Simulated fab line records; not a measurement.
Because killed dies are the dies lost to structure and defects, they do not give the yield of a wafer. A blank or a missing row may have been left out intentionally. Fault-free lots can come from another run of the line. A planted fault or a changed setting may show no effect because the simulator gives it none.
fab line records | flow n5_finfet | part 1 of 2: steps 1 to 15 of 20
[record] lots = 5 wafers = 15 last_day = 18
route steps=1938 shown FIN_SAQP@120
lots untouched by any fault: they come from a run of this same line in which no faults occurred
start_h: start of the lot's first displayed wafer, in hours after the record's first day | wait_h: hours since the lot's step before | " unchanged from the row above | L1.1+2: one row covering several wafers at once | - no value present, or no start provided | * or withheld: withheld | < > ~ a bound
route shown NAME@n: a module of which the file shows steps, and the number in the route of the first | usual: average and standard deviation across the fault-free wafers | same: alike in all rows | chamber/n: place in a boat | sites: readings site by site | _std_site: their standard deviation | _edge_site: the outer-site mean with the inner-site mean subtracted | radius_mm: how far each site lies from the wafer's centre | mask NAME#n: copy n | behind: the tool/chamber that last shaped the wafer | hold: why the lot was held/for how many hours/how that ended | device: whichever transistor did not switch (one of n, p or np) | end of line: at the end of the route, the tests of the same wafers | a step without rows: its recipe alone | killed: not the wafer's yield, but the dies lost to structure and defects at the first sort | map: a wafer's dies, marking killed ones x, the rest . and places with no die _
set.NAME: the run value of the setting; set.NAME@STEP: its run value at that earlier step | model.NAME: the simulator's own value behind a step, which no gauge read
lots seen at some steps along the route; tables by step, rows by wafer
services: the hour from which a tool's chamber was out of use, counted from the record's first day as start_h (under 0 if before that day), plus the number of hours and why
[[steps]]
[step N5_FIN_SAQP_MANDREL_ETCH_22]
[recipe] target_depth_a = 600 chemistry = HBr/Cl2 target = a-Si stop_on = SiNx bt_time_s = 10 over_etch_frac = 0.5 time_s = 30 pressure_mtorr = 10 icp_w = 800 bias_w = 75 HBr_flow_sccm = 150 Cl2_flow_sccm = 80 ends = end_point
[usual] drypump_motor_current_A = 5.6/0.42 oes_product_au = 0.768/0.016 rf_fwd_power_W = 795.7/2.4 throttle_valve_pct = 35.29/0.28
// columns lot.wafer tool chamber start_h wait_h drypump_motor_current_A oes_product_au rf_fwd_power_W rf_hours_counter_h throttle_valve_pct
L074.1 rie_si-02 2 22.93 0.0 5.5 0.746 799.2 61 35.59
L074.2 " 3 " " 5.3 0.761 793.6 141 35.25
L074.4 " 3 " " 5.4 0.755 794.9 - 35.25
L079.2 rie_si-02 1 52.85 0.0 5.7 0.792 797.3 1 35.10
L079.4 " 3 " " 5.4 0.757 797.2 141 35.26
L079.5 " 0 " " 6.2 0.754 794.7 - 34.81
L085.2 rie_si-01 3 91.24 0.0 6.4 0.777 793.8 119 34.95
L085.4 " 1 " " 4.9 0.768 794.4 2 35.19
L085.5 " 1 " " 4.9 0.766 794.7 - 35.21
L089.2 rie_si-04 1 111.83 0.0 5.2 0.765 798.3 131 34.98
L089.4 " 3 " " 5.0 0.793 797.2 - 35.33
L089.5 " 1 " " 5.2 0.779 794.2 - 34.98
L095.2 rie_si-01 2 147.57 0.0 5.7 0.762 792.7 96 35.81
L095.3 " 1 " " 4.9 0.751 792.3 3 35.24
L095.5 " 1 " " 4.9 0.760 793.6 - 35.20
[step N5_FIN_SAQP_STRIP_55]
[recipe] chemistry = N2/H2 power_w = 500 temp_c = 40 pressure_mtorr = 50 rf_frequency_hz = 6e+07 overash_fraction = 0.3 bias_power_w = 28 h2_frac = 0.5 n2_flow_sccm = 300 h2_flow_sccm = 300
[usual] drypump_motor_current_A = 5.7/0.46 oes_product_au = 0.77/0.086 rf_vpp_V = 121.7/1.5 showerhead_plenum_p_Torr = 3.36/0.086 throttle_valve_pct = 18.89/0.2
// columns lot.wafer tool chamber start_h wait_h drypump_motor_current_A oes_product_au rf_hours_counter_h rf_vpp_V showerhead_plenum_p_Torr throttle_valve_pct
L074.1 rie_diel-05 1 23.03 0.1 5.4 0.79 123 120.1 3.37 18.92
L074.2 " 2 " " 5.5 0.72 167 121.8 3.36 18.80
L074.4 " 2 " " 5.5 0.73 - 124.7 3.36 18.79
L079.2 rie_diel-02 0 52.95 0.1 5.2 0.71 185 122.5 3.46 19.14
L079.4 " 1 " " 5.0 0.73 182 120.4 3.33 18.91
L079.5 " 1 " " 5.0 0.73 - 122.2 3.33 18.90
L085.2 rie_diel-02 3 91.33 0.1 6.4 0.68 243 120.7 3.15 18.56
L085.4 " 1 " " 4.9 0.73 196 121.1 3.32 18.92
L085.5 " 3 " " 6.4 0.69 - 120.3 3.15 18.53
L089.2 rie_diel-02 0 111.94 0.1 5.2 0.71 206 123.7 3.45 19.19
L089.4 " 1 " " 5.0 0.72 - 121.1 3.32 18.96
L089.5 " 0 " " 5.2 0.71 - 122.4 3.45 19.17
L095.2 rie_diel-06 1 147.73 0.1 5.8 0.87 30 121.4 3.46 18.85
L095.3 " 0 " " 5.8 0.90 25 120.8 3.41 19.19
L095.5 " 2 " " 6.3 0.72 - 124.0 3.32 18.84
[step N5_FIN_SAQP_STRIP_23]
[recipe] chemistry = SPM time_s = 750 temp_c = 130 h2so4_h2o2_vol_ratio = 4
[same] time_s = 750
// columns lot.wafer tool chamber start_h wait_h
L074.1+2+4 wet_bench-05 5,6,1 23.10 -
L079.2+4+5 wet_bench-05 6,3,1 53.02 -
L085.2+4+5 wet_bench-06 4,5,0 91.40 -
L089.2+4+5 wet_bench-06 3,5,0 112.01 -
L095.2+3+5 wet_bench-03 6,5,0 147.80 -
[step N5_FIN_SAQP_SRD_66]
[recipe] dry = ipa_marangoni time_s = 30 temp_c = 23 rinse_liquid = diw
[same] time_s = 30
// columns lot.wafer tool chamber start_h wait_h
L074.1+2+4 wet_bench-05 5,6,1 23.31 0.0
L079.2+4+5 wet_bench-05 6,3,1 53.23 0.0
L085.2+4+5 wet_bench-06 4,5,0 91.61 0.0
L089.2+4+5 wet_bench-06 3,5,0 112.22 0.0
L095.2+3+5 wet_bench-03 6,5,0 148.01 0.0
[step N5_FIN_SAQP_RECESS_75]
[recipe] chemistry = HF/NH3 target = SiO2 target_depth_a = 144 afs_cycles = 3 temp_c = 30 sublimation_temp_c = 180 sublimation_time_s = 60
[usual] drypump_motor_current_A = 5.8/0.48
// columns lot.wafer tool chamber start_h wait_h drypump_motor_current_A
L074.1 vapor_etch-02 1 23.36 0.0 6.3
L074.2 " 0 " " 5.5
L074.4 " 1 " " 6.3
L079.2 vapor_etch-02 1 53.27 0.0 6.3
L079.4 " 1 " " 6.3
L079.5 " 0 " " 5.5
L085.2 vapor_etch-02 0 91.66 0.0 5.5
L085.4 " 0 " " 5.5
L085.5 " 1 " " 6.3
L089.2 vapor_etch-02 0 112.26 0.0 5.5
L089.4 " 1 " " 6.3
L089.5 " 1 " " 6.3
L095.2 vapor_etch-02 0 148.06 0.0 5.5
L095.3 " 1 " " 6.3
L095.5 " 0 " " 5.5
[step N5_FIN_SAQP_SPACER1_ALD_24]
[recipe] material = SiO2 target_thk_a = 203 temp_c = 300 ald_precursor_family = BDEAS ald_co_reactant = O2-plasma pulse_time_s = 1 purge_time_s = 2 co_reactant_purge_time_s = 2 ald_cycles = 218 pressure_torr = 2
[usual] chamber_pressure_Torr = 1.999/0.0047 heater_power_outer_w = 281/28 heater_power_w = 487/40 precursor_pulse_height_rel = 0.997/0.019
[same] pulse_time_s = 1
// columns lot.wafer tool chamber start_h wait_h chamber_pressure_Torr heater_power_outer_w heater_power_w precursor_pulse_height_rel
L074.1 ald_sin-02 2 23.77 0.3 2.000 306 535 0.998
L074.2 " 1 " " 2.000 302 517 0.980
L074.4 " 3 " " 2.003 321 512 1.005
L079.2 ald_sin-02 2 53.66 0.3 2.002 312 547 0.993
L079.4 " 0 " " 2.008 251 442 1.005
L079.5 " 1 " " 1.995 300 517 0.974
L085.2 ald_sin-01 1 92.04 0.3 1.999 254 458 0.991
L085.4 " 2 " " 2.002 264 462 1.029
L085.5 " 0 " " 1.989 266 444 1.018
L089.2 ald_sin-02 2 112.65 0.3 1.994 309 540 0.975
L089.4 " 0 " " 2.012 247 454 0.989
L089.5 " 3 " " 2.004 328 516 0.997
L095.2 ald_sin-02 2 148.44 0.3 2.008 315 526 1.019
L095.3 " 1 " " 2.000 310 526 1.002
L095.5 " 2 " " 1.999 307 529 1.013
[step N5_FIN_SAQP_SPACER1_ETCHBACK_25]
[recipe] chemistry = CHF3/O2 mode = anisotropic_etchback target = SiO2 target_depth_a = 244 time_s = 12.2 pressure_mtorr = 30 source_w = 650 bias_w = 170 Ar_flow_sccm = 200 CHF3_flow_sccm = 50 O2_flow_sccm = 5 ion_energy_ev = 200
[usual] drypump_motor_current_A = 5.7/0.47 mfc_ar_sccm = 200.0/0.51 oes_product_au = 0.77/0.093 rf_fwd_power_W = 646.2/2.5 rf_vpp_V = 521/8.8 showerhead_plenum_p_Torr = 2.42/0.059 throttle_valve_pct = 18.94/0.17
[same] time_s = 12.2
// columns lot.wafer tool chamber start_h wait_h drypump_motor_current_A mfc_ar_sccm oes_product_au rf_fwd_power_W rf_hours_counter_h rf_vpp_V showerhead_plenum_p_Torr throttle_valve_pct
L074.1 rie_diel-02 1 24.49 0.4 5.0 200.7 0.72 645.9 169 519 2.41 18.95
L074.2 " 0 " " 5.2 200.1 0.74 648.1 173 515 2.49 19.15
L074.4 " 3 " " 6.3 200.7 0.69 645.0 - 518 2.27 19.04
L079.2 rie_diel-06 2 54.37 0.4 6.3 200.0 0.73 644.7 165 543 2.40 18.97
L079.4 " 2 " " 6.3 199.3 0.73 645.5 - 542 2.40 18.95
L079.5 " 1 " " 5.7 201.0 0.95 642.7 - 519 2.47 18.59
L085.2 rie_diel-02 1 92.76 0.4 5.0 199.3 0.71 644.7 196 520 2.40 19.01
L085.4 " 2 " " 5.8 199.6 0.90 646.8 19 510 2.45 18.72
L085.5 " 1 " " 5.0 199.0 0.71 646.9 - 519 2.41 19.00
L089.2 rie_diel-02 3 113.36 0.4 6.3 199.8 0.68 644.7 252 518 2.26 19.10
L089.4 " 3 " " 6.4 200.1 0.67 647.2 - 520 2.26 19.11
L089.5 " 1 " " 4.9 200.6 0.70 647.4 - 518 2.40 19.00
L095.2 rie_diel-05 2 149.16 0.4 5.5 200.3 0.70 646.3 209 526 2.40 18.93
L095.3 " 3 " " 5.3 200.0 0.92 640.7 20 512 2.45 18.69
L095.5 " 0 " " 6.3 199.2 0.73 646.8 - 524 2.40 19.06
[step N5_FIN_SAQP_MANDREL1_REMOVE_56]
[recipe] chemistry = HBr/Cl2/O2 bt_time_s = 10 target = a-Si stop_on = SiNx endpoint = OES-SiCl over_etch_frac = 1 icp_w = 600 bias_w = 22 HBr_flow_sccm = 150 Cl2_flow_sccm = 80 O2_flow_sccm = 5 pressure_mtorr = 10
[usual] drypump_motor_current_A = 5.6/0.44 oes_product_au = 1.003/0.021 rf_fwd_power_W = 596.7/1.9 throttle_valve_pct = 36.62/0.29
// columns lot.wafer tool chamber start_h wait_h drypump_motor_current_A oes_product_au rf_fwd_power_W rf_hours_counter_h throttle_valve_pct
L074.1 rie_si-04 3 24.58 0.1 5.0 1.026 597.7 112 36.71
L074.2 " 2 " " 5.4 1.019 596.9 105 36.77
L074.4 " 0 " " 5.9 0.989 594.1 0 36.78
L079.2 rie_si-04 2 54.46 0.1 5.4 1.019 597.3 106 36.76
L079.4 " 1 " " 5.2 1.009 595.0 130 36.30
L079.5 " 1 " " 5.2 1.009 594.5 - 36.32
L085.2 rie_si-01 2 92.85 0.1 5.6 0.992 596.3 95 37.18
L085.4 " 0 " " 6.3 1.013 596.9 140 36.93
L085.5 " 0 " " 6.2 1.020 598.1 - 36.92
L089.2 rie_si-01 2 113.45 0.1 5.6 0.998 598.6 95 37.18
L089.4 " 0 " " 6.2 1.022 602.0 140 36.91
L089.5 " 3 " " 6.4 1.025 596.4 - 36.28
L095.2 rie_si-01 3 149.24 0.1 6.4 1.024 597.4 120 36.28
L095.3 " 0 " " 6.3 1.025 598.8 141 36.92
L095.5 " 0 " " 6.3 1.010 597.8 - 36.93
[step N5_FIN_SAQP_CD_MEAS_27]
[recipe] target_cd_nm = 20 landing_energy_ev = 1000 detector = se_inlens polarity = line
[usual] cd_nm = 20.33/0.23
// columns lot.wafer tool chamber start_h wait_h cd_nm
L074.1 cd_sem-02 0 24.68 0.1 20.58
L074.2 " 0 " " 20.34
L074.4 " 0 " " 19.91
L079.2 cd_sem-03 0 54.58 0.1 20.31
L079.4 " 0 " " 20.57
L079.5 " 0 " " 20.20
L085.2 cd_sem-02 0 92.96 0.1 20.83
L085.4 " 0 " " 20.29
L085.5 " 0 " " 20.28
L089.2 cd_sem-03 0 113.57 0.1 20.57
L089.4 " 0 " " 20.41
L089.5 " 0 " " 20.38
L095.2 cd_sem-03 0 149.36 0.1 19.72
L095.3 " 0 " " 20.26
L095.5 " 0 " " 20.15
[step N5_FIN_SAQP_ETCH_57]
[recipe] chemistry = CH3F/O2 target = SiNx mask_material = SiO2 target_depth_a = 325 time_s = 46.4 pressure_mtorr = 30 source_w = 395 bias_w = 73 Ar_flow_sccm = 150 CH3F_flow_sccm = 30 O2_flow_sccm = 20 ion_energy_ev = 120 ends = cleared
[usual] drypump_motor_current_A = 5.7/0.46 etch_rf_on_time_s = 46.7/0.95 mfc_ar_sccm = 150.0/0.4 oes_product_au = 0.66/0.074 rf_fwd_power_W = 389.1/2.4 rf_vpp_V = 296/4.8 showerhead_plenum_p_Torr = 2.00/0.047 throttle_valve_pct = 16.38/0.17
// columns lot.wafer tool chamber start_h wait_h drypump_motor_current_A etch_rf_on_time_s mfc_ar_sccm oes_product_au rf_fwd_power_W rf_hours_counter_h rf_vpp_V showerhead_plenum_p_Torr throttle_valve_pct
L074.1 rie_diel-02 3 24.73 0.0 6.4 47.6 149.8 0.60 389.0 218 294 1.88 16.53
L074.2 " 0 " " 5.2 47.5 150.4 0.63 392.9 173 294 2.07 16.57
L074.4 " 1 " " 5.0 48.2 150.1 0.62 388.2 - 293 2.00 16.38
L079.2 rie_diel-05 2 54.62 0.0 5.5 47.3 149.8 0.61 390.1 179 298 2.00 16.33
L079.4 " 2 " " 5.5 47.9 150.0 0.61 390.1 - 297 2.00 16.34
L079.5 " 1 " " 5.4 47.1 149.9 0.66 390.7 - 294 1.99 16.42
L085.2 rie_diel-02 0 93.00 0.0 5.2 47.5 150.9 0.61 391.0 198 293 2.06 16.61
L085.4 " 2 " " 5.8 46.6 149.5 0.77 389.7 19 291 2.03 16.15
L085.5 " 2 " " 5.8 46.1 149.3 0.78 390.1 - 290 2.03 16.16
L089.2 rie_diel-02 1 113.61 0.0 5.0 47.1 149.9 0.60 389.9 205 295 1.99 16.42
L089.4 " 0 " " 5.2 47.5 150.3 0.60 392.1 - 293 2.05 16.62
L089.5 " 1 " " 5.0 47.5 149.5 0.61 389.6 - 294 1.99 16.42
L095.2 rie_diel-06 3 149.40 0.0 5.8 47.2 149.5 0.62 389.2 166 289 1.99 16.38
L095.3 " 0 " " 5.8 45.8 149.6 0.77 386.8 25 301 2.03 16.15
L095.5 " 2 " " 6.3 47.4 149.9 0.60 384.5 - 308 1.98 16.47
[step N5_FIN_SAQP_ETCH_65]
[recipe] chemistry = CF4 target = SiO2 target_depth_a = 40 ion_energy_ev = 350 time_s = 4.4 pressure_mtorr = 10 icp_w = 800 bias_w = 400 cf4_flow_sccm = 80
[usual] drypump_motor_current_A = 5.7/0.49 oes_product_au = 0.993/0.017 rf_fwd_power_W = 790/3.4 throttle_valve_pct = 21.72/0.23
[same] time_s = 4.4
// columns lot.wafer tool chamber start_h wait_h drypump_motor_current_A oes_product_au rf_fwd_power_W rf_hours_counter_h throttle_valve_pct
L074.1 rie_si-02 1 24.84 0.1 5.7 1.018 793 0 21.63
L074.2 " 3 " " 5.4 0.988 788 141 21.84
L074.4 " 2 " " 5.5 0.970 788 61 22.12
L079.2 rie_si-01 0 54.73 0.1 6.2 0.989 787 139 21.97
L079.4 " 1 " " 4.9 0.970 789 2 21.59
L079.5 " 3 " " 6.4 0.992 796 - 21.35
L085.2 rie_si-02 2 93.11 0.1 5.5 0.974 789 63 22.13
L085.4 " 3 " " 5.4 0.988 786 142 21.86
L085.5 " 3 " " 5.4 0.992 787 - 21.84
L089.2 rie_si-04 1 113.72 0.1 5.2 0.978 790 131 21.64
L089.4 " 2 " " 5.4 1.021 791 107 21.82
L089.5 " 1 " " 5.2 0.977 791 - 21.63
L095.2 rie_si-04 1 149.51 0.1 5.2 0.981 789 131 21.66
L095.3 " 3 " " 5.0 1.014 791 115 21.81
L095.5 " 0 " " 5.9 0.993 791 - 21.84
[step N5_FIN_SAQP_MANDREL_ETCH_58]
[recipe] chemistry = HBr/Cl2 target = a-Si target_depth_a = 450 bt_time_s = 10 stop_on = SiNx mask_material = SiO2 over_etch_frac = 0.8 time_s = 27 pressure_mtorr = 10 icp_w = 800 bias_w = 75 HBr_flow_sccm = 150 Cl2_flow_sccm = 80 ends = end_point
[usual] drypump_motor_current_A = 5.7/0.49 oes_product_au = 0.700/0.014 rf_fwd_power_W = 794.2/2.7 throttle_valve_pct = 35.5/0.3
// columns lot.wafer tool chamber start_h wait_h drypump_motor_current_A oes_product_au rf_fwd_power_W rf_hours_counter_h throttle_valve_pct
L074.1 rie_si-02 1 24.87 0.0 5.7 0.710 789.4 0 35.3
L074.2 " 3 " " 5.4 0.681 790.6 141 35.5
L074.4 " 2 " " 5.5 0.677 793.4 61 35.8
L079.2 rie_si-01 0 54.76 0.0 6.2 0.692 795.2 139 35.8
L079.4 " 1 " " 5.0 0.692 789.4 2 35.4
L079.5 " 3 " " 6.4 0.709 792.6 - 35.2
L085.2 rie_si-02 2 93.15 0.0 5.5 0.679 795.7 63 35.8
L085.4 " 3 " " 5.4 0.686 793.4 142 35.5
L085.5 " 3 " " 5.4 0.678 792.2 - 35.5
L089.2 rie_si-04 1 113.75 0.0 5.2 0.690 796.4 131 35.2
L089.4 " 2 " " 5.4 0.714 794.2 107 35.6
L089.5 " 1 " " 5.2 0.704 799.4 - 35.2
L095.2 rie_si-04 1 149.54 0.0 5.2 0.709 796.2 131 35.2
L095.3 " 3 " " 5.0 0.699 792.4 115 35.6
L095.5 " 0 " " 5.9 0.693 792.0 - 35.6
[step N5_FIN_SAQP_RECESS_63]
[recipe] chemistry = HF/NH3 target = SiO2 target_depth_a = 180 afs_cycles = 3 temp_c = 30 sublimation_temp_c = 180 sublimation_time_s = 60
[usual] drypump_motor_current_A = 5.8/0.48
// columns lot.wafer tool chamber start_h wait_h drypump_motor_current_A
L074.1 vapor_etch-02 0 24.95 0.1 5.5
L074.2 " 1 " " 6.3
L074.4 " 1 " " 6.3
L079.2 vapor_etch-02 1 54.84 0.1 6.3
L079.4 " 0 " " 5.5
L079.5 " 1 " " 6.3
L085.2 vapor_etch-02 0 93.23 0.1 5.5
L085.4 " 0 " " 5.5
L085.5 " 1 " " 6.3
L089.2 vapor_etch-02 1 113.83 0.1 6.2
L089.4 " 0 " " 5.5
L089.5 " 0 " " 5.5
L095.2 vapor_etch-01 1 149.62 0.1 6.0
L095.3 " 0 " " 4.9
L095.5 " 0 " " 5.0
[step N5_FIN_SAQP_COAT_68]
[recipe] resist = SOC temp_c = 250 time_s = 60 spin_rpm = 1500 resist_thk_nm = 100
[usual] heater_power_total_W = 500.7/1.8 plate_temp_C = 250.03/0.17
[same] time_s = 60
// columns lot.wafer tool chamber start_h wait_h heater_power_total_W plate_temp_C
L074.1 litho_track-01 0 25.34 0.3 502.3 250.27
L074.2 " 0 " " 498.9 250.33
L074.4 " 0 " " 499.7 250.26
L079.2 litho_track-04 0 55.23 0.3 499.4 250.11
L079.4 " 0 " " 502.1 250.18
L079.5 " 0 " " 503.3 249.99
L085.2 litho_track-05 0 93.61 0.3 500.0 249.88
L085.4 " 0 " " 499.7 250.18
L085.5 " 0 " " 497.5 249.99
L089.2 litho_track-05 0 114.22 0.3 503.3 249.93
L089.4 " 0 " " 499.4 249.83
L089.5 " 0 " " 502.3 250.00
L095.2 litho_track-05 0 150.01 0.3 500.3 250.09
L095.3 " 0 " " 501.2 250.00
L095.5 " 0 " " 499.0 250.14
[step N5_FIN_SAQP_ETCH_69]
[recipe] chemistry = N2/H2 target = SOC target_depth_a = 1500 stop_on = SiNx ion_energy_ev = 100 bias_w = 61 pressure_mtorr = 30 source_w = 850 n2_flow_sccm = 200 h2_flow_sccm = 200
[usual] drypump_motor_current_A = 5.7/0.48 oes_product_au = 0.76/0.082 rf_fwd_power_W = 844/3.2 rf_vpp_V = 240.8/1.2 showerhead_plenum_p_Torr = 2.54/0.07 throttle_valve_pct = 17.84/0.13
// columns lot.wafer tool chamber start_h wait_h drypump_motor_current_A oes_product_au rf_fwd_power_W rf_hours_counter_h rf_vpp_V showerhead_plenum_p_Torr throttle_valve_pct
L074.1 rie_diel-02 3 25.40 - 6.4 0.69 846 218 238.8 2.39 17.82
L074.2 " 0 " " 5.2 0.74 848 173 243.3 2.63 18.03
L074.4 " 3 " " 6.4 0.69 843 - 239.2 2.39 17.81
L079.2 rie_diel-05 2 55.53 - 5.5 0.70 842 179 240.6 2.54 17.75
L079.4 " 2 " " 5.5 0.70 847 - 241.0 2.54 17.77
L079.5 " 1 " " 5.4 0.77 847 - 241.5 2.55 17.99
L085.2 rie_diel-02 1 93.67 - 5.0 0.71 843 196 240.4 2.51 17.79
L085.4 " 2 " " 5.8 0.90 843 19 242.6 2.59 17.70
L085.5 " 2 " " 5.8 0.89 845 - 241.7 2.59 17.71
L089.2 rie_diel-02 3 114.28 - 6.4 0.67 846 253 237.7 2.37 17.89
L089.4 " 0 " " 5.2 0.71 848 - 241.9 2.61 18.07
L089.5 " 1 " " 5.0 0.70 845 - 239.6 2.51 17.83
L095.2 rie_diel-06 0 150.07 - 5.8 0.89 844 25 241.4 2.58 17.77
L095.3 " 3 " " 5.8 0.73 851 166 240.9 2.52 17.73
L095.5 " 0 " " 5.8 0.89 841 - 241.8 2.58 17.80
